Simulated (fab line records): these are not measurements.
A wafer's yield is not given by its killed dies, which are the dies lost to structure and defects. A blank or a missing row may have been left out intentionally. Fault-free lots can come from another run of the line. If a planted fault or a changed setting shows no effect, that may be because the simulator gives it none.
Which of the tools did it? | flow nand-harc | Sampling: 7 lots, 20 wafers, 2 of 1302 route steps

== WHAT THE GAUGES SHOWED, per wafer ==
NHARC_A_ONON_D2_THK_MEAS_21: measures by ellipsometry.
lot  | measured     | on            | thk-nm (nm)
L396 | day 13 16:47 | film-metro-02 | 993 993 993
L401 | day 15 19:05 | film-metro-02 | 1008 1008 1009
L402 | day 15 19:04 | film-metro-02 | 1013 1012 1011
L405 | day 16 17:42 | film-metro-01 | 1335 1016
L408 | day 18 17:31 | film-metro-01 | 1000 1314 997
L415 | day 21 16:46 | film-metro-02 | 992 992 991
L417 | day 22 23:01 | film-metro-01 | 1007 1008 1009

== WHAT TOOL EACH LOT RAN ON (gives the tool, then ch and the chambers of the sampled wafers, and finally the start) ==
lot  | NHARC_A_ONON_D2_DEP_19
L396 | pecvd-onon-03 ch 0, day 13 16:20
L401 | pecvd-onon-02 ch 0, day 15 18:38
L402 | pecvd-onon-03 ch 0, day 15 18:34
L405 | pecvd-onon-03 ch 0, day 16 17:15
L408 | pecvd-onon-03 ch 0, day 18 17:01
L415 | pecvd-onon-03 ch 0, day 21 16:22
L417 | pecvd-onon-02 ch 0, day 22 22:37
- NHARC_A_ONON_D2_DEP_19: target thk 1000 nm.

== THE ANSWER, worked out from the rows above alone ==
Rule: usual is defined by the lots themselves. Put in order of their means at a reading, lots are off if they are a third of the lots or fewer, leave a main group of 4 or more, and stand apart from it by a gap of 3 or more times the standard deviation of the main group's means; of several such gaps the widest counts. If all means in a main group match to the digits the tables above print for the reading, that group is not used. Also off: a lot with no number at a reading for which 4 or more lots have one. Any other lot the step has rows for is counted as sound.
Off: L405, L408 (NHARC_A_ONON_D2_THK_MEAS_21, thk-nm). For the main group the mean is 1003 nm and the standard deviation 8.5.
If a tool, at a process step before that reading, ran all the lots that are off and no sound lot after the first of them, it fits. The gauges at NHARC_A_ONON_D2_THK_MEAS_21 are tried like those tools. Of those tried, none fits.

== WHAT THE SIMULATOR HAD INSERTED ==
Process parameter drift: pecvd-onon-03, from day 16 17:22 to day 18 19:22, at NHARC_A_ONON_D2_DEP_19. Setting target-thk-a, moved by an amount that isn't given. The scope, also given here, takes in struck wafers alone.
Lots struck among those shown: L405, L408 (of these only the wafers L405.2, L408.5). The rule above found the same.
